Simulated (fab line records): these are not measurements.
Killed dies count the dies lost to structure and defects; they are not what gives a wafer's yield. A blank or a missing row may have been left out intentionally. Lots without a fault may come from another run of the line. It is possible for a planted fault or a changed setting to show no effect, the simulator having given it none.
One fault through the eyes of 2 desks    flow nand harc    numbers are kept per desk, each desk with only its own; the story behind them comes last

== AT THE METROLOGY DESK ==
Lot by lot, what the gauges showed, no matter which tool ran the lot: averages of those sampled wafers that carry a number. The brackets show how far a lot's mean lies from the usual mean; more than 4 standard deviations puts the lot out of limits, marked OUT.
Columns: A = thk nm at NHARC_A_ONON_D1_THK_MEAS_18, usual 1000 nm; B = thk nm at NHARC_A_ONON_D1_THK_MEAS_30, usual 997 nm
lot   first seen here  A     B
L958  day 8 11:17      1002  992
L961  day 9 05:37      1000  1002
L960  day 9 05:38      988   1009
L963  day 10 11:00     1001  986
L964  day 10 11:00     1011  1004
L965  day 11 07:56     1017  999
L966  day 11 13:31     991   995
L970  day 12 23:33     977   998
L971  day 13 10:35     993   1044
L976  day 15 17:58     1003  1012
L977  day 15 17:59     977   1002
L978  day 16 16:42     1012  1003
L980  day 17 14:34     1007  1004
This desk's verdict: no lot among the 13 shows anything out of limits.

== THE DEFECT DESK ==
Per lot, the means of the sampled wafers with a number show what the inspections along the route counted. The brackets show how far a lot's mean lies from the usual mean; more than 4 standard deviations puts the lot out of limits, marked OUT.
Columns: A = raw defect count at NHARC_A_ZERO_WELL_INSPECT_17, usual 11
lot   first seen here  A
L958  day 7 05:19      15
L960  day 7 20:41      9
L961  day 8 01:49      19
L963  day 9 02:04      12
L964  day 9 03:31      6
L965  day 9 15:32      20
L966  day 10 04:32     8
L970  day 11 17:31     7
L971  day 12 03:54     4
L976  day 14 09:37     4
L977  day 14 13:48     6
L978  day 15 08:36     8
L980  day 16 05:52     14
This desk's verdict: no lot among the 13 shows anything out of limits.

== PUT TOGETHER ==
Nothing out of limits was seen by the metrology desk.
Nothing the defect desk looked at was out of limits.

== WHAT THE SIMULATOR HAD INSERTED ==
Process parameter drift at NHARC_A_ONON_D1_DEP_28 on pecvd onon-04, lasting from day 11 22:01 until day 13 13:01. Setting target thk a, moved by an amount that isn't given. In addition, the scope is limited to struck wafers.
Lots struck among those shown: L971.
